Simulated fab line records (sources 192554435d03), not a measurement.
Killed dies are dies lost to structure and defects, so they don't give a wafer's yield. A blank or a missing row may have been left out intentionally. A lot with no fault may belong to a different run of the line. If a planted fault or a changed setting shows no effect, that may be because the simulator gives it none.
fab line records    flow n5-finfet
record: lots: 7  wafers: 21
route steps=1938 shown BEOL_M2@841 BEOL_M3@941 BEOL_M4@1053 BEOL_M6@1233
start-h: the number of hours between the record's first day and the start of the first shown wafer of the lot    wait-h: time in hours since the lot's previous step    " repeats the value in the row above    L1.1+2: a row that stands for several wafers    - no value, or no start was given    * or withheld: withheld    < > ~ a bound
route shown NAME@n: names a module that has steps shown in the file, with the first one's number in the route    usual: mean/standard deviation of fault-free wafers    same: alike in all rows    chamber/n: place in a boat    sites: per-site readings    _std_site: the values' standard deviation    _edge_site: inner sites' mean taken away from outer sites' mean    radius-mm: for every site, how far away it sits from the centre of the wafer    mask NAME#n: copy n    behind: the tool/chamber that last shaped the wafer    hold: what put the lot on hold/how long, in hours/how the hold closed    device: transistor that didn't switch, given as n, p or np    end of line: tests of these same wafers at the route's end    step lacking rows: just its recipe    killed: count of dies lost to structure and defects at first sort (not the wafer's yield)    map: a wafer's dies, marking killed ones x, the rest . and places with no die _
set.NAME: the run value of the setting; set.NAME@STEP: its run value at that earlier step    model.NAME: the simulator's own value behind a step, which no gauge read
lots whose settings were changed on purpose; a table a step, a row a wafer
== steps ==
step: N5_BEOL_M2_ILD_DEP_00
recipe: material: SiOC  target-thk-a: 790  temp-c: 350  precursor: DEMS/O2  pressure-torr: 5  rf-w: 500  time-s: 15.3
lot.wafer  tool      chamber  start-h  wait-h  set.time-s  model.SiOC_of_BEOL_M2_ILD_DEP_00.thk-nm
L081.2     pecvd-01  2        175.65   0.0     15.3        78.6
L081.4     "         0        "        "       17.14       89
L081.6     "         1        "        "       15.3        79
L082.4     pecvd-04  1        185.22   0.1     15.3        81.2
L082.5     "         0        "        "       15.3        79.2
L082.6     "         2        "        "       15.3        80.8
L085.2     pecvd-04  1        199.37   0.0     15.3        81
L085.3     "         0        "        "       13.15       67
L085.4     "         0        "        "       15.3        79.4
L086.1+5   pecvd-01  2        208.97   0.0     15.3        78.8
L086.3     "         0        "        "       15.3        78.6
L089.4     pecvd-01  0        221.62   0.1     13.68       71.8
L089.5     "         1        "        "       15.3        80.2
L089.6     "         2        "        "       15.3        81.2
L090.2     pecvd-03  0        228.74   0.0     15.3        79.8
L090.3     "         1        "        "       15.3        78.6
L090.4     "         0        "        "       15.3        80.4
L097.4     pecvd-04  0        266.02   0.1     15.3        79.4
L097.5     "         1        "        "       16.04       85.2
L097.6     "         2        "        "       15.3        80.4
step: N5_BEOL_M2_THK_MEAS_01
recipe: reads: SiOC_of_BEOL_M2_ILD_DEP_00
usual: M2_ILD_THK: 79.4/1.2
lot.wafer  tool           chamber  start-h  wait-h  set.time-s@BEOL_M2_ILD_DEP_00  M2_ILD_THK[nm]
L081.2     film-metro-02  -        175.72   0.1     15.3                           78.6
L081.4     "              -        "        "       17.14                          88.9
L081.6     "              -        "        "       15.3                           78.9
L082.4     film-metro-01  -        185.27   0.0     15.3                           81.2
L082.5     "              -        "        "       15.3                           79.3
L082.6     "              -        "        "       15.3                           80.9
L085.2     film-metro-01  -        199.43   0.1     15.3                           81.0
L085.3     "              -        "        "       13.15                          67.0
L085.4     "              -        "        "       15.3                           79.5
L086.1     film-metro-01  -        209.04   0.0     15.3                           78.8
L086.3     "              -        "        "       15.3                           78.6
L086.5     "              -        "        "       15.3                           78.8
L089.4     film-metro-02  -        221.68   0.0     13.68                          71.8
L089.5     "              -        "        "       15.3                           80.2
L089.6     "              -        "        "       15.3                           81.2
L090.2     film-metro-02  -        228.83   0.1     15.3                           79.8
L090.3     "              -        "        "       15.3                           78.6
L090.4     "              -        "        "       15.3                           80.4
L097.4     film-metro-01  -        266.07   0.0     15.3                           79.3
L097.5     "              -        "        "       16.04                          85.1
L097.6     "              -        "        "       15.3                           80.4
step: N5_BEOL_M3_EXPOSE_08
recipe: mask-id: M3  na: 0.33  source-shape: dipole  sigma-inner: 0.369  sigma-outer: 0.767  polarization: unpolarized  dose-mj: 33
lot.wafer   tool            chamber  start-h  wait-h  mask  set.dose-mj
L081.2      euv-scanner-02  0        186.57   -       M3#0  33
L081.4+6    "               0        "        "       M3#0  31.36
L082.4+5+6  euv-scanner-02  0        202.86   -       M3#0  33
L085.2      euv-scanner-02  0        207.94   -       M3#0  31.73
L085.3+4    "               0        "        "       M3#0  33
L086.1+3+5  euv-scanner-01  0        218.35   -       M3#0  33
L089.4      euv-scanner-01  0        237.19   -       M3#0  33
L089.5+6    "               0        "        "       M3#0  31.6
L090.2+3    euv-scanner-02  0        246.90   -       M3#0  33
L090.4      "               0        "        "       M3#0  31.64
L097.4+5+6  euv-scanner-01  0        275.09   -       M3#0  31.94
step: N5_BEOL_M3_PEB_09
recipe: peb-temp-c: 100  peb-time-s: 60  resist: CAR-EUV
step: N5_BEOL_M3_DEVELOP_10
recipe: develop-time-s: 30  developer: TMAH  resist: CAR-EUV  rinse-liquid: surfactant-rinse  dry: air-spin  dev-temp-c: 23
step: N5_BEOL_M3_CD_MEAS_11
recipe: target-cd-nm: 17.05  landing-energy-ev: 500  detector: se-inlens  polarity: opening
usual: cd-nm: 17.05/0.24
lot.wafer  tool       chamber  start-h  wait-h  set.dose-mj@BEOL_M3_EXPOSE_08  cd-nm
L081.2     cd-sem-02  0        186.70   -       33                             17.28
L081.4     "          0        "        "       31.36                          15.99
L081.6     "          0        "        "       31.36                          15.83
L082.4     cd-sem-03  0        202.97   -       33                             17.09
L082.5     "          0        "        "       33                             16.81
L082.6     "          0        "        "       33                             17.06
L085.2     cd-sem-03  0        208.06   -       31.73                          16.21
L085.3     "          0        "        "       33                             17.11
L085.4     "          0        "        "       33                             17.23
L086.1     cd-sem-02  0        218.48   -       33                             16.76
L086.3     "          0        "        "       33                             17.18
L086.5     "          0        "        "       33                             16.53
L089.4     cd-sem-03  0        237.30   -       33                             17.06
L089.5     "          0        "        "       31.6                           16.39
L089.6     "          0        "        "       31.6                           16.05
L090.2     cd-sem-01  0        247.02   -       33                             17.15
L090.3     "          0        "        "       33                             17.21
L090.4     "          0        "        "       31.64                          16.17
L097.4     cd-sem-03  0        275.21   -       31.94                          16.29
L097.5     "          0        "        "       31.94                          16.42
L097.6     "          0        "        "       31.94                          16.21
step: N5_BEOL_M3_DESCUM_16
recipe: chemistry: O2  time-s: 7  source-power-w: 50  bias-power-w: 20  pressure-mtorr: 20  rf-frequency-hz: 2.712e+07  temp-c: 40  resist: CAR-EUV  o2-flow-sccm: 225
step: N5_BEOL_M3_ETCH_74
recipe: chemistry: N2/H2  target: underlayer  target-depth-a: 65  mask-material: CAR-EUV  time-s: 5.2  ion-energy-ev: 200  pressure-mtorr: 30  source-w: 840  bias-w: 150  n2-flow-sccm: 200  h2-flow-sccm: 200  ends: cleared
lot.wafer  tool         chamber  start-h  wait-h  set.dose-mj@BEOL_M3_EXPOSE_08  model.BEOL_M3.cd-offset-nm
L081.2     rie-diel-04  3        187.03   0.0     33                             0
L081.4     "            1        "        "       31.36                          -0.6
L081.6     "            0        "        "       31.36                          -1.4
L082.4+6   rie-diel-04  1        203.12   0.0     33                             -0.2
L082.5     "            2        "        "       33                             -0.4
L085.2     rie-diel-05  1        208.25   0.0     31.73                          -0.8
L085.3     "            0        "        "       33                             0
L085.4     "            3        "        "       33                             0.6
L086.1     rie-diel-05  2        218.63   0.0     33                             0
L086.3+5   "            1,2      "        "       33                             -0.2
L089.4     rie-diel-01  3        237.47   0.0     33                             0.2
L089.5+6   "            2,1      "        "       31.6                           -0.6
L090.2     rie-diel-01  1        247.18   0.0     33                             0.4
L090.3     "            3        "        "       33                             0.2
L090.4     "            1        "        "       31.64                          -0.8
L097.4     rie-diel-04  0        276.18   0.0     31.94                          -1
L097.5     "            3        "        "       31.94                          -0.8
L097.6     "            2        "        "       31.94                          -0.4
step: N5_BEOL_M3_COAT_22
recipe: resist: CAR-EUV  spin-rpm: 1500  resist-thk-nm: 30
lot.wafer   tool            chamber  start-h  wait-h  set.spin-rpm  model.CAR-EUV_of_BEOL_M3_COAT_22.thk-nm
L081.2      litho-track-04  0        -        -       1500          30.2
L081.4      "               0        "        "       1655          28.6
L081.6      "               0        "        "       1500          30
L082.4+5    litho-track-04  0        -        -       1409          31.2
L082.6      "               0        "        "       1409          31
L085.2      litho-track-02  0        -        -       1651          28.6
L085.3+4    "               0        "        "       1500          30
L086.1+3+5  litho-track-02  0        -        -       1500          30
L089.4      litho-track-01  0        -        -       1500          30
L089.5      "               0        "        "       1332          32
L089.6      "               0        "        "       1500          30.2
L090.2+4    litho-track-02  0        -        -       1500          30
L090.3      "               0        "        "       1500          30.2
L097.4+5+6  litho-track-02  0        -        -       1500          30
step: N5_BEOL_M3_EXPOSE_25
recipe: mask-id: V2  na: 0.33  source-shape: quasar  sigma-inner: 0.2  sigma-outer: 0.8  polarization: unpolarized  defocus-nm: 5  dose-mj: 63
lot.wafer   tool            chamber  start-h  wait-h  mask  set.dose-mj
L081.2      euv-scanner-02  0        187.74   -       V2#0  61.43
L081.4+6    "               0        "        "       V2#0  63
L082.4+6    euv-scanner-01  0        203.85   -       V2#0  64.24
L082.5      "               0        "        "       V2#0  63
L085.2+3    euv-scanner-02  0        208.96   -       V2#0  63
L085.4      "               0        "        "       V2#0  66.64
L086.1+3+5  euv-scanner-01  0        219.33   -       V2#0  63
L089.4+5+6  euv-scanner-01  0        238.19   -       V2#0  63
L090.2      euv-scanner-01  0        247.75   -       V2#0  63
L090.3+4    "               0        "        "       V2#0  60.37
L097.4+5+6  euv-scanner-01  0        276.84   -       V2#0  63
step: N5_BEOL_M3_PEB_26
recipe: peb-temp-c: 100  peb-time-s: 60  resist: CAR-EUV
step: N5_BEOL_M3_DEVELOP_27
recipe: develop-time-s: 30  developer: TMAH  resist: CAR-EUV  rinse-liquid: surfactant-rinse  dry: air-spin  dev-temp-c: 23
step: N5_BEOL_M3_CD_MEAS_28
recipe: target-cd-nm: 25.7  landing-energy-ev: 500  detector: se-inlens  target-cd-y-nm: 23.3  polarity: opening
usual: cd-nm: 25.73/0.24
lot.wafer  tool       chamber  start-h  wait-h  set.dose-mj@BEOL_M3_EXPOSE_25  cd-nm
L081.2     cd-sem-01  0        187.87   -       61.43                          25.65
L081.4     "          0        "        "       63                             26.19
L081.6     "          0        "        "       63                             25.72
L082.4     cd-sem-03  0        203.98   -       64.24                          25.90
L082.5     "          0        "        "       63                             25.64
L082.6     "          0        "        "       64.24                          26.36
L085.2     cd-sem-02  0        209.10   -       63                             25.83
L085.3     "          0        "        "       63                             25.45
L085.4     "          0        "        "       66.64                          27.14
L086.1     cd-sem-02  0        219.47   -       63                             26.02
L086.3     "          0        "        "       63                             25.92
L086.5     "          0        "        "       63                             26.34
L089.4     cd-sem-03  0        238.31   -       63                             25.91
L089.5     "          0        "        "       63                             25.86
L089.6     "          0        "        "       63                             25.79
L090.2     cd-sem-01  0        247.89   -       63                             25.73
L090.3     "          0        "        "       60.37                          25.09
L090.4     "          0        "        "       60.37                          24.79
L097.4     cd-sem-02  0        276.97   -       63                             25.92
L097.5     "          0        "        "       63                             25.48
L097.6     "          0        "        "       63                             25.72
step: N5_BEOL_M4_EXPOSE_25
recipe: mask-id: V3  na: 0.33  source-shape: quasar  sigma-inner: 0.2  sigma-outer: 0.8  polarization: unpolarized  defocus-nm: 5  dose-mj: 63
lot.wafer   tool            chamber  start-h  wait-h  mask  set.dose-mj
L081.2+4+6  euv-scanner-01  0        200.94   -       V3#0  63
L082.4+5    euv-scanner-01  0        211.75   -       V3#0  67.1
L082.6      "               0        "        "       V3#0  63
L085.2+4    euv-scanner-01  0        217.65   -       V3#0  63
L085.3      "               0        "        "       V3#0  66.43
L086.1+3+5  euv-scanner-01  0        228.98   -       V3#0  63
L089.4+6    euv-scanner-02  0        247.90   -       V3#0  63
L089.5      "               0        "        "       V3#0  58.49
L090.2+3    euv-scanner-01  0        258.63   -       V3#0  63
L090.4      "               0        "        "       V3#0  59.64
L097.4+5+6  euv-scanner-02  0        291.39   -       V3#0  63
step: N5_BEOL_M4_PEB_26
recipe: peb-temp-c: 100  peb-time-s: 60  resist: CAR-EUV
step: N5_BEOL_M4_DEVELOP_27
recipe: develop-time-s: 30  developer: TMAH  resist: CAR-EUV  rinse-liquid: surfactant-rinse  dry: air-spin  dev-temp-c: 23
step: N5_BEOL_M4_CD_MEAS_28
recipe: target-cd-nm: 26.2  landing-energy-ev: 500  detector: se-inlens  target-cd-y-nm: 24.1  polarity: opening
usual: cd-nm: 26.15/0.21
lot.wafer  tool       chamber  start-h  wait-h  set.dose-mj@BEOL_M4_EXPOSE_25  cd-nm
L081.2     cd-sem-01  0        201.08   -       63                             25.85
L081.4     "          0        "        "       63                             26.20
L081.6     "          0        "        "       63                             26.07
L082.4     cd-sem-03  0        211.87   -       67.1                           27.77
L082.5     "          0        "        "       67.1                           27.50
L082.6     "          0        "        "       63                             26.06
L085.2     cd-sem-01  0        217.79   -       63                             26.05
L085.3     "          0        "        "       66.43                          27.55
L085.4     "          0        "        "       63                             26.39
L086.1     cd-sem-02  0        229.13   -       63                             25.92
L086.3     "          0        "        "       63                             26.09
L086.5     "          0        "        "       63                             26.21
L089.4     cd-sem-02  0        248.03   -       63                             25.97
L089.5     "          0        "        "       58.49                          24.80
L089.6     "          0        "        "       63                             25.85
L090.2     cd-sem-03  0        258.77   -       63                             26.06
L090.3     "          0        "        "       63                             26.39
L090.4     "          0        "        "       59.64                          25.22
L097.4     cd-sem-02  0        291.51   -       63                             26.35
L097.5     "          0        "        "       63                             26.19
L097.6     "          0        "        "       63                             26.34
step: N5_BEOL_M4_DESCUM_33
recipe: chemistry: O2  time-s: 7  source-power-w: 50  bias-power-w: 20  pressure-mtorr: 20  rf-frequency-hz: 2.712e+07  temp-c: 40  resist: CAR-EUV  o2-flow-sccm: 225
lot.wafer   tool         chamber  start-h  wait-h  set.time-s  model.CAR-EUV_of_BEOL_M4_COAT_22.thk-nm
L081.2+4    rie-diel-02  1,3      201.41   0.2     7.898       25.8
L081.6      "            0        "        "       7           26.2
L082.4+6    rie-diel-06  0        211.99   0.0     7           26
L082.5      "            3        "        "       7           25.8
L085.2+4    rie-diel-06  0,1      217.91   0.0     7.471       26
L085.3      "            3        "        "       7           26.2
L086.1+3+5  rie-diel-03  3,3,1    229.25   0.0     7           26.2
L089.4+5    rie-diel-06  3        248.31   0.2     7           26
L089.6      "            2        "        "       5.972       26.4
L090.2      rie-diel-06  0        258.99   0.1     7           26
L090.3      "            2        "        "       8.367       25
L090.4      "            1        "        "       7           25.8
L097.4+6    rie-diel-06  2,1      291.65   0.1     7           26
L097.5      "            0        "        "       7           26.2
step: N5_BEOL_M4_ETCH_77
recipe: chemistry: N2/H2  target: underlayer  target-depth-a: 65  mask-material: CAR-EUV  time-s: 5.2  ion-energy-ev: 200  pressure-mtorr: 30  source-w: 840  bias-w: 150  n2-flow-sccm: 200  h2-flow-sccm: 200  ends: cleared
lot.wafer  tool         chamber  start-h  wait-h  set.time-s@BEOL_M4_DESCUM_33  model.CAR-EUV_of_BEOL_M4_COAT_22.thk-nm
L081.2+4   rie-diel-02  1,3      201.44   0.0     7.898                         20
L081.6     "            0        "        "       7                             20.4
L082.4     rie-diel-06  0        212.02   0.0     7                             20.4
L082.5     "            3        "        "       7                             20
L082.6     "            0        "        "       7                             20.2
L085.2+4   rie-diel-06  0,1      217.94   0.0     7.471                         20.2
L085.3     "            3        "        "       7                             20.4
L086.1     rie-diel-03  3        229.31   0.0     7                             20.6
L086.3+5   "            3,1      "        "       7                             20.4
L089.4+5   rie-diel-06  3        248.35   0.0     7                             20.2
L089.6     "            2        "        "       5.972                         20.8
L090.2+4   rie-diel-06  0,1      259.02   0.0     7                             20.2
L090.3     "            2        "        "       8.367                         19.4
L097.4+6   rie-diel-06  2,1      291.67   0.0     7                             20.4
L097.5     "            0        "        "       7                             20.6
step: N5_BEOL_M4_ETCH_69
recipe: chemistry: CF4  target: SiARC  target-depth-a: 156  mask-material: CAR-EUV  time-s: 26  ion-energy-ev: 80  pressure-mtorr: 40  source-w: 545  bias-w: 36  Ar_flow_sccm: 100  cf4-flow-sccm: 100  ends: cleared
lot.wafer  tool         chamber  start-h  wait-h  set.time-s@BEOL_M4_DESCUM_33  model.CAR-EUV_of_BEOL_M4_COAT_22.thk-nm
L081.2+4   rie-diel-02  1,3      201.46   0.0     7.898                         10.8
L081.6     "            0        "        "       7                             11.2
L082.4     rie-diel-06  0        212.04   0.0     7                             11.2
L082.5     "            3        "        "       7                             10.8
L082.6     "            0        "        "       7                             11
L085.2+4   rie-diel-06  0,1      217.96   0.0     7.471                         11
L085.3     "            3        "        "       7                             11.2
L086.1     rie-diel-03  3        229.33   0.0     7                             11.4
L086.3+5   "            3,1      "        "       7                             11.2
L089.4+5   rie-diel-06  3        248.36   0.0     7                             11
L089.6     "            2        "        "       5.972                         11.6
L090.2     rie-diel-06  0        259.04   0.0     7                             11
L090.3     "            2        "        "       8.367                         10.2
L090.4     "            1        "        "       7                             10.8
L097.4+6   rie-diel-06  2,1      291.71   0.0     7                             11.2
L097.5     "            0        "        "       7                             11.4
step: N5_BEOL_M4_ALD_98
recipe: material: SiO2  target-thk-a: 25  temp-c: 100  ald-precursor-family: BDEAS  ald-co-reactant: O2-plasma  pulse-time-s: 1  co-reactant-pulse-time-s: 1  purge-time-s: 2  co-reactant-purge-time-s: 2  ald-cycles: 17  pressure-torr: 2
step: N5_BEOL_M4_ETCHBACK_99
recipe: chemistry: CHF3  target: SiO2  target-depth-a: 50  time-s: 10.4  source-w: 215  bias-w: 47  Ar_flow_sccm: 200  CHF3_flow_sccm: 12  ion-energy-ev: 100  pressure-mtorr: 30
lot.wafer  tool         chamber  start-h  wait-h  set.time-s@BEOL_M4_DESCUM_33  model.CAR-EUV_of_BEOL_M4_COAT_22.thk-nm
L081.2     rie-diel-02  3        202.47   0.1     7.898                         10
L081.4     "            0        "        "       7.898                         10.2
L081.6     "            3        "        "       7                             10.4
L082.4+6   rie-diel-03  3,2      212.79   0.6     7                             10.4
L082.5     "            1        "        "       7                             10.2
L085.2+4   rie-diel-03  3,2      220.83   2.7     7.471                         10.2
L085.3     "            1        "        "       7                             10.4
L086.1+3   rie-diel-02  3,1      237.99   8.3     7                             10.6
L086.5     "            1        "        "       7                             10.4
L089.4     rie-diel-06  2        253.54   4.9     7                             10.4
L089.5     "            0        "        "       7                             10.2
L089.6     "            1        "        "       5.972                         10.8
L090.2     rie-diel-03  1        261.66   2.5     7                             10.4
L090.3     "            2        "        "       8.367                         9.6
L090.4     "            3        "        "       7                             10.2
L097.4+6   rie-diel-03  2,1      293.86   1.7     7                             10.4
L097.5     "            0        "        "       7                             10.6
step: N5_BEOL_M6_ETCH_66
recipe: chemistry: N2/H2  target: SOC  target-depth-a: 800  overetch-a: 160  mask-material: SiARC  temp-c: 40  time-s: 120  ion-energy-ev: 200  pressure-mtorr: 30  source-w: 840  bias-w: 150  n2-flow-sccm: 200  h2-flow-sccm: 200
usual: rf-vpp-V: 523.0/2.1
lot.wafer  tool         chamber  start-h  wait-h  set.bias-w  rf-vpp-V  model.SiARC_of_BEOL_M6_COAT_64.thk-nm
L081.2     rie-diel-02  0        227.74   0.0     150         519.7     7
L081.4     "            1        "        "       150         519.8     6.2
L081.6     "            3        "        "       150         522.3     6.2
L082.4     rie-diel-03  1        236.90   0.0     167         558.5     5.6
L082.5     "            2        "        "       150         524.4     6.6
L082.6     "            3        "        "       150         523.5     7
L085.2     rie-diel-03  1        244.80   0.0     150         520.9     6.4
L085.3     "            2        "        "       150         523.8     6.6
L085.4     "            2        "        "       150         525.6     6.6
L086.1     rie-diel-02  0        262.53   0.0     150         520.1     7
L086.3     "            1        "        "       150         521.8     6
L086.5     "            2        "        "       150         524.5     6.4
L089.4     rie-diel-06  0        275.10   0.0     123.2       461.4     8
L089.5     "            1        "        "       150         524.4     6.4
L089.6     "            2        "        "       150         524.5     6.4
L090.2     rie-diel-06  2        285.84   0.0     150         523.8     6.4
L090.3     "            3        "        "       150         519.8     6.8
L090.4     "            0        "        "       150         521.3     6.8
L097.4     rie-diel-03  1        317.99   0.0     150         519.9     6.4
L097.5     "            1        "        "       150         520.1     6.4
L097.6     "            0        "        "       165.1       559.5     5.4
== key ==
split: step: N5_BEOL_M2_ILD_DEP_00  setting: time-s  stated: 15.3  by: wafer
response: step: N5_BEOL_M2_ILD_DEP_00  reading: model.SiOC_of_BEOL_M2_ILD_DEP_00.thk-nm  change: +0.896  per: 1%  r: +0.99
response: step: N5_BEOL_M2_THK_MEAS_01  reading: M2_ILD_THK  change: +0.897  per: 1%  r: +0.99
split: step: N5_BEOL_M3_EXPOSE_08  setting: dose-mj  stated: 33  by: wafer
response: step: N5_BEOL_M3_CD_MEAS_11  reading: cd-nm  change: +0.245  per: 1%  r: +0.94
response: step: N5_BEOL_M3_ETCH_74  reading: model.BEOL_M3.cd-offset-nm  change: +0.23  per: 1%  r: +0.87
split: step: N5_BEOL_M3_COAT_22  setting: spin-rpm  stated: 1500  by: wafer
response: step: N5_BEOL_M3_COAT_22  reading: model.CAR-EUV_of_BEOL_M3_COAT_22.thk-nm  change: -0.153  per: 1%  r: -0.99
split: step: N5_BEOL_M3_EXPOSE_25  setting: dose-mj  stated: 63  by: wafer
response: step: N5_BEOL_M3_CD_MEAS_28  reading: cd-nm  change: +0.225  per: 1%  r: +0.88
split: step: N5_BEOL_M4_EXPOSE_25  setting: dose-mj  stated: 63  by: wafer
response: step: N5_BEOL_M4_CD_MEAS_28  reading: cd-nm  change: +0.203  per: 1%  r: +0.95
split: step: N5_BEOL_M4_DESCUM_33  setting: time-s  stated: 7  by: wafer
response: step: N5_BEOL_M4_DESCUM_33  reading: model.CAR-EUV_of_BEOL_M4_COAT_22.thk-nm  change: -0.0371  per: 1%  r: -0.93
response: step: N5_BEOL_M4_ETCH_77  reading: model.CAR-EUV_of_BEOL_M4_COAT_22.thk-nm  change: -0.0383  per: 1%  r: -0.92
response: step: N5_BEOL_M4_ETCH_69  reading: model.CAR-EUV_of_BEOL_M4_COAT_22.thk-nm  change: -0.0359  per: 1%  r: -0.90
response: step: N5_BEOL_M4_ETCHBACK_99  reading: model.CAR-EUV_of_BEOL_M4_COAT_22.thk-nm  change: -0.0325  per: 1%  r: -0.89
split: step: N5_BEOL_M6_ETCH_66  setting: bias-w  stated: 150  by: wafer
response: step: N5_BEOL_M6_ETCH_66  reading: rf-vpp-V  change: +3.49  per: 1%  r: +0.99
response: step: N5_BEOL_M6_ETCH_66  reading: model.SiARC_of_BEOL_M6_COAT_64.thk-nm  change: -0.0952  per: 1%  r: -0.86
